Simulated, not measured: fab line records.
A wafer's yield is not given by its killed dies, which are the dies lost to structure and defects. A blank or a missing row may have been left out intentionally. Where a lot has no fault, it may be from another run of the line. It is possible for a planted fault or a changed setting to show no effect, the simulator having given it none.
The tool behind it: which one? / flow n5Finfet / 10 lots, 30 wafers sampled, at 5 steps of a route of 1938

## WHAT THE GAUGES SHOWED, per wafer
N5_BEOL_M6_INSPECT_13: inspects for defects (brightfield). Usual: 417 for rawDefectCount, sd 95.
lot=L465; measured=day 8 09:54; on=defectInspect-02; rawDefectCount=488 258 434; flag=
lot=L471; measured=day 10 04:47; on=defectInspect-01; rawDefectCount=339 414 356; flag=
lot=L468; measured=day 10 06:06; on=defectInspect-01; rawDefectCount=406 360 375; flag=
lot=L470; measured=day 10 10:04; on=defectInspect-01; rawDefectCount=280 326 351; flag=
lot=L473; measured=day 10 11:26; on=defectInspect-02; rawDefectCount=378 343 387; flag=
lot=L479; measured=day 12 09:55; on=defectInspect-02; rawDefectCount=377 454 1173; flag=
lot=L483; measured=day 13 11:05; on=defectInspect-01; rawDefectCount=389 325 461; flag=
lot=L484; measured=day 13 15:31; on=defectInspect-02; rawDefectCount=326 240 319; flag=
lot=L485; measured=day 14 02:07; on=defectInspect-02; rawDefectCount=491 460 333; flag=
lot=L486; measured=day 14 10:37; on=defectInspect-02; rawDefectCount=270 394 327; flag=

N5_BEOL_M6_CD_MEAS_18: pitch 80 nm, target cd 40 nm. Usual: 40.1 nm for cdNm, sd 0.72.
lot=L465; measured=day 8 10:30; on=cdSem-02; cdNm (nm)=40.6 40.0 40.2; flag=
lot=L471; measured=day 10 05:50; on=cdSem-02; cdNm (nm)=40.5 40.7 40.0; flag=
lot=L468; measured=day 10 06:36; on=cdSem-03; cdNm (nm)=39.6 40.9 41.4; flag=
lot=L470; measured=day 10 10:59; on=cdSem-01; cdNm (nm)=39.8 39.2 38.7; flag=
lot=L473; measured=day 10 11:55; on=cdSem-02; cdNm (nm)=40.0 41.6 41.0; flag=
lot=L479; measured=day 12 10:24; on=cdSem-01; cdNm (nm)=38.3 40.7 39.2; flag=
lot=L483; measured=day 13 11:55; on=cdSem-02; cdNm (nm)=40.3 40.8 39.7; flag=
lot=L484; measured=day 13 16:01; on=cdSem-01; cdNm (nm)=40.5 39.2 39.8; flag=
lot=L485; measured=day 14 03:00; on=cdSem-01; cdNm (nm)=40.8 41.2 40.7; flag=
lot=L486; measured=day 14 11:08; on=cdSem-03; cdNm (nm)=39.9 38.2 40.0; flag=

## EACH LOT AND THE TOOL THAT RAN IT (in order: tool; ch and the chambers of the sampled wafers; start)
lot=L465; N5_BEOL_M5_PRE_CLEAN_77=cvdCo-02 ch 0,1,2, day 8 06:34; N5_BEOL_M6_HM_DEP_02=pvdSputter-03, day 8 09:21; N5_BEOL_M6_ETCH_61=rieDiel-03 ch 0,1, day 8 10:04
lot=L471; N5_BEOL_M5_PRE_CLEAN_77=cvdCo-02 ch 0,1,2, day 10 00:17; N5_BEOL_M6_HM_DEP_02=pvdSputter-01, day 10 04:14; N5_BEOL_M6_ETCH_61=rieDiel-04 ch 0,1,3, day 10 05:19
lot=L468; N5_BEOL_M5_PRE_CLEAN_77=cvdCo-02 ch 1,2, day 10 01:35; N5_BEOL_M6_HM_DEP_02=pvdSputter-03, day 10 05:33; N5_BEOL_M6_ETCH_61=rieDiel-02 ch 0,2,3, day 10 06:10
lot=L470; N5_BEOL_M5_PRE_CLEAN_77=cvdCo-02 ch 0,1,2, day 10 06:08; N5_BEOL_M6_HM_DEP_02=pvdSputter-01, day 10 09:38; N5_BEOL_M6_ETCH_61=rieDiel-03 ch 0,2,3, day 10 10:33
lot=L473; N5_BEOL_M5_PRE_CLEAN_77=cvdCo-01 ch 0,1, day 10 09:37; N5_BEOL_M6_HM_DEP_02=pvdSputter-02, day 10 10:53; N5_BEOL_M6_ETCH_61=rieDiel-03 ch 0,1, day 10 11:30
lot=L479; N5_BEOL_M5_PRE_CLEAN_77=cvdCo-02 ch 1,2, day 12 07:52; N5_BEOL_M6_HM_DEP_02=pvdSputter-01, day 12 09:22; N5_BEOL_M6_ETCH_61=rieDiel-04 ch 0,1,3, day 12 09:59
lot=L483; N5_BEOL_M5_PRE_CLEAN_77=cvdCo-02 ch 0,1,2, day 13 07:20; N5_BEOL_M6_HM_DEP_02=pvdSputter-03, day 13 10:32; N5_BEOL_M6_ETCH_61=rieDiel-02 ch 0,2,3, day 13 11:16
lot=L484; N5_BEOL_M5_PRE_CLEAN_77=cvdCo-02 ch 0,1,2, day 13 13:24; N5_BEOL_M6_HM_DEP_02=pvdSputter-03, day 13 14:58; N5_BEOL_M6_ETCH_61=rieDiel-03 ch 1,3, day 13 15:35
lot=L485; N5_BEOL_M5_PRE_CLEAN_77=cvdCo-02 ch 1,2, day 13 23:14; N5_BEOL_M6_HM_DEP_02=pvdSputter-03, day 14 01:42; N5_BEOL_M6_ETCH_61=rieDiel-03 ch 0,1, day 14 02:29
lot=L486; N5_BEOL_M5_PRE_CLEAN_77=cvdCo-01 ch 0,1,2, day 14 07:49; N5_BEOL_M6_HM_DEP_02=pvdSputter-03, day 14 10:11; N5_BEOL_M6_ETCH_61=rieDiel-03 ch 0,2,3, day 14 10:41
- N5_BEOL_M5_PRE_CLEAN_77: time 15 s.
- N5_BEOL_M6_HM_DEP_02: deposits TiN, target thk 20 nm.
- N5_BEOL_M6_ETCH_61: etches SiARC in CF4, target depth 45.5 nm, time 75.8 s.

## AS READ BY THE TOOLS THEMSELVES (means over the sampled wafers that have a number; for cases with no such wafer, the mark the record gives instead)
N5_BEOL_M5_PRE_CLEAN_77. Usual: 84 W for heaterPowerW, sd 8.4.
lot=L465; tool=cvdCo-02; heaterPowerW (W)=80; flag=
lot=L471; tool=cvdCo-02; heaterPowerW (W)=80; flag=
lot=L468; tool=cvdCo-02; heaterPowerW (W)=79; flag=
lot=L470; tool=cvdCo-02; heaterPowerW (W)=81; flag=
lot=L473; tool=cvdCo-01; heaterPowerW (W)=92; flag=
lot=L479; tool=cvdCo-02; heaterPowerW (W)=80; flag=
lot=L483; tool=cvdCo-02; heaterPowerW (W)=80; flag=
lot=L484; tool=cvdCo-02; heaterPowerW (W)=81; flag=
lot=L485; tool=cvdCo-02; heaterPowerW (W)=87; flag=
lot=L486; tool=cvdCo-01; heaterPowerW (W)=88; flag=

N5_BEOL_M6_HM_DEP_02. Usual: 29.9 % for throttleValvePct, sd 1.1.
lot=L465; tool=pvdSputter-03; throttleValvePct (%)=29.0; flag=
lot=L471; tool=pvdSputter-01; throttleValvePct (%)=29.8; flag=
lot=L468; tool=pvdSputter-03; throttleValvePct (%)=29.7; flag=
lot=L470; tool=pvdSputter-01; throttleValvePct (%)=31.2; flag=
lot=L473; tool=pvdSputter-02; throttleValvePct (%)=30.7; flag=
lot=L479; tool=pvdSputter-01; throttleValvePct (%)=29.9; flag=
lot=L483; tool=pvdSputter-03; throttleValvePct (%)=29.5; flag=
lot=L484; tool=pvdSputter-03; throttleValvePct (%)=29.1; flag=
lot=L485; tool=pvdSputter-03; throttleValvePct (%)=29.7; flag=
lot=L486; tool=pvdSputter-03; throttleValvePct (%)=29.7; flag=

N5_BEOL_M6_ETCH_61. Usual: value, then standard deviation, for each; biasW 36.00 W / 0.11; drypumpMotorCurrentA 5.7 A / 0.45; etchRfOnTimeS 75.4 s / 1.8; oesProductAu 0.69 a.u. / 0.082; rfVppV 184.4 V / 1.2; showerheadPlenumPTorr 2.16 Torr / 0.071; throttleValvePct 15.50 % / 0.17.
lot=L465; tool=rieDiel-03; biasW (W)=35.94; drypumpMotorCurrentA (A)=5.5; etchRfOnTimeS (s)=74.4; oesProductAu (a.u.)=0.66; rfVppV (V)=184.1; showerheadPlenumPTorr (Torr)=2.14; throttleValvePct (%)=15.45; flag=
lot=L471; tool=rieDiel-04; biasW (W)=36.00; drypumpMotorCurrentA (A)=6.5; etchRfOnTimeS (s)=74.9; oesProductAu (a.u.)=0.78; rfVppV (V)=184.0; showerheadPlenumPTorr (Torr)=2.18; throttleValvePct (%)=15.45; flag=
lot=L468; tool=rieDiel-02; biasW (W)=36.00; drypumpMotorCurrentA (A)=5.4; etchRfOnTimeS (s)=75.1; oesProductAu (a.u.)=0.61; rfVppV (V)=182.6; showerheadPlenumPTorr (Torr)=2.12; throttleValvePct (%)=15.72; flag=
lot=L470; tool=rieDiel-03; biasW (W)=36.01; drypumpMotorCurrentA (A)=5.6; etchRfOnTimeS (s)=74.9; oesProductAu (a.u.)=0.70; rfVppV (V)=185.4; showerheadPlenumPTorr (Torr)=2.18; throttleValvePct (%)=15.44; flag=
lot=L473; tool=rieDiel-03; biasW (W)=36.08; drypumpMotorCurrentA (A)=5.4; etchRfOnTimeS (s)=76.1; oesProductAu (a.u.)=0.67; rfVppV (V)=183.7; showerheadPlenumPTorr (Torr)=2.15; throttleValvePct (%)=15.45; flag=
lot=L479; tool=rieDiel-04; biasW (W)=35.95; drypumpMotorCurrentA (A)=6.5; etchRfOnTimeS (s)=74.3; oesProductAu (a.u.)=0.75; rfVppV (V)=184.1; showerheadPlenumPTorr (Torr)=2.17; throttleValvePct (%)=15.48; flag=
lot=L483; tool=rieDiel-02; biasW (W)=35.94; drypumpMotorCurrentA (A)=5.4; etchRfOnTimeS (s)=74.8; oesProductAu (a.u.)=0.67; rfVppV (V)=182.8; showerheadPlenumPTorr (Torr)=2.11; throttleValvePct (%)=15.60; flag=
lot=L484; tool=rieDiel-03; biasW (W)=36.05; drypumpMotorCurrentA (A)=5.4; etchRfOnTimeS (s)=75.7; oesProductAu (a.u.)=0.70; rfVppV (V)=185.0; showerheadPlenumPTorr (Torr)=2.19; throttleValvePct (%)=15.46; flag=
lot=L485; tool=rieDiel-03; biasW (W)=36.00; drypumpMotorCurrentA (A)=5.4; etchRfOnTimeS (s)=75.1; oesProductAu (a.u.)=0.65; rfVppV (V)=184.1; showerheadPlenumPTorr (Torr)=2.14; throttleValvePct (%)=15.49; flag=
lot=L486; tool=rieDiel-03; biasW (W)=36.00; drypumpMotorCurrentA (A)=5.6; etchRfOnTimeS (s)=74.0; oesProductAu (a.u.)=0.67; rfVppV (V)=184.2; showerheadPlenumPTorr (Torr)=2.17; throttleValvePct (%)=15.51; flag=

## THE ANSWER, worked out from the rows above alone
Rule: a lot is off if the mean of its wafers that have a number lies more than 3 standard deviations from the usual mean. A lot without any number at a reading at which 4 lots or more have one is off too. Where the step has rows for the other lots, those lots are counted as sound. After the gauges, taken in route order, come the tools' own readings; for these a lot's mean is taken, as printed above. At the first step where some lot is off, the reading lying furthest off is the one used; lots without a number count as furthest.
No lot is off on any of the readings shown, so nothing can be concluded from this.

## WHAT THE SIMULATOR PUT IN
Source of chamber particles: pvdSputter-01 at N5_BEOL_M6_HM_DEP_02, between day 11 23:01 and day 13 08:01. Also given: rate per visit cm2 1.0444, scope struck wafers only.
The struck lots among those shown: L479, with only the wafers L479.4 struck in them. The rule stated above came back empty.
